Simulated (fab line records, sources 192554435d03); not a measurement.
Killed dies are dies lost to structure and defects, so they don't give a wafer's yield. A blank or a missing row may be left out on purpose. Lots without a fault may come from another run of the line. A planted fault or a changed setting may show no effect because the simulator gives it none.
Split-lot experiment | flow n5_finfet | 7 lots, 21 wafers read, on a route of 1938 steps

THE SPLIT
At N5_PASSIVATION_PECVD_35 (deposits SiNx from SiH4/NH3/N2, target thk 700 nm, time 151.3 s), the setting time_s was moved away from the recipe's 151.3 s on 7 of the 21 wafers read, by -14.8% to +6.9%. The other wafers ran this setting at the recipe's value.

The reading is taken at the split's own step.

THE READING
SiNx_of_PASSIVATION_PECVD_35.thk_nm (the simulator's own value, which no gauge read), in nm, at N5_PASSIVATION_PECVD_35 (deposits SiNx from SiH4/NH3/N2, target thk 700 nm, time 151.3 s). The file gives no usual value for it. The 14 wafers here that ran the recipe average 696.6 nm, standard deviation 13 nm.

wafer  | tool, chamber at the split | time_s as run, s | against the recipe | SiNx_of_PASSIVATION_PECVD_35.thk_nm, nm | against lot-mates on the recipe
L074.1 | pecvd-01, 2                | 143.6            | -5.1%              | 652.8                                   | no lot-mate on the recipe
L074.3 | pecvd-01, 2                | 143.6            | -5.1%              | 672.2                                   | no lot-mate on the recipe
L074.5 | pecvd-01, 2                | 143.6            | -5.1%              | 665                                     | no lot-mate on the recipe
L075.3 | pecvd-03, 0                | 151.3            | recipe             | 671.2                                   | -
L075.4 | pecvd-03, 1                | 151.3            | recipe             | 700.6                                   | -
L075.5 | pecvd-03, 0                | 151.3            | recipe             | 693                                     | -
L082.2 | pecvd-04, 0                | 151.3            | recipe             | 702.8                                   | -
L082.3 | pecvd-04, 0                | 151.3            | recipe             | 715.6                                   | -
L082.4 | pecvd-04, 1                | 141.2            | -6.7%              | 679.6                                   | -29.6
L090.2 | pecvd-01, 1                | 151.3            | recipe             | 678.8                                   | -
L090.3 | pecvd-01, 2                | 151.3            | recipe             | 679.4                                   | -
L090.4 | pecvd-01, 2                | 151.3            | recipe             | 697                                     | -
L087.1 | pecvd-03, 2                | 128.9            | -14.8%             | 592.2                                   | -108.2
L087.4 | pecvd-03, 2                | 151.3            | recipe             | 700.4                                   | -
L087.5 | pecvd-03, 1                | 128.9            | -14.8%             | 595                                     | -105.4
L094.3 | pecvd-04, 0                | 151.3            | recipe             | 710.2                                   | -
L094.4 | pecvd-04, 2                | 151.3            | recipe             | 704.2                                   | -
L094.5 | pecvd-04, 2                | 151.3            | recipe             | 712.6                                   | -
L097.1 | pecvd-04, 0                | 151.3            | recipe             | 694                                     | -
L097.2 | pecvd-04, 2                | 151.3            | recipe             | 693.2                                   | -
L097.4 | pecvd-04, 2                | 161.8            | +6.9%              | 763.6                                   | +70.0

THE FIT
A straight line over all 21 wafers: SiNx_of_PASSIVATION_PECVD_35.thk_nm changes by +6.99 nm for each +1% of time_s; r = +0.94; the points scatter about the line by 14 nm.
The same after taking each lot's own level away (the mean of its wafers on the recipe; 18 wafers): +7.37 nm for each +1%; r = +0.97; scatter 9.5 nm.
On that fit, the largest move of time_s shifts the reading by 1.1e+02 nm.
The lots' own levels span 685.07 to 709.20 nm, that is 1.9 times the standard deviation above.
So the lot-to-lot level changes the slope little: the two slopes agree.
Check: with one of the wafers moved furthest among these (-14.8%) left out of the fit, the line predicts -106 nm for it against its lot-mates. It came out at -108 nm against them.

OTHER SPLITS ON THESE WAFERS
These wafers also went through other splits before the reading. Each is held against what the fit with the lots' levels taken away leaves over:
other split on the same wafers           | wafers away from the commonest value | r with SiNx_of_PASSIVATION_PECVD_35.thk_nm (lot level and that fit taken away)
N5_BEOL_M15_CMP_49 down_force_psi        | 7                                    | -0.21
N5_BEOL_M15_DEP_53 time_s                | 3                                    | +0.53
N5_PASSIVATION_DEVELOP_29 develop_time_s | 8                                    | +0.01
N5_PASSIVATION_PECVD_53 time_s           | 9                                    | +0.11

THE FILE'S OWN FIT
SiNx_of_PASSIVATION_PECVD_35.thk_nm changes by +7.26 nm for each +1% of time_s, r = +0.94.
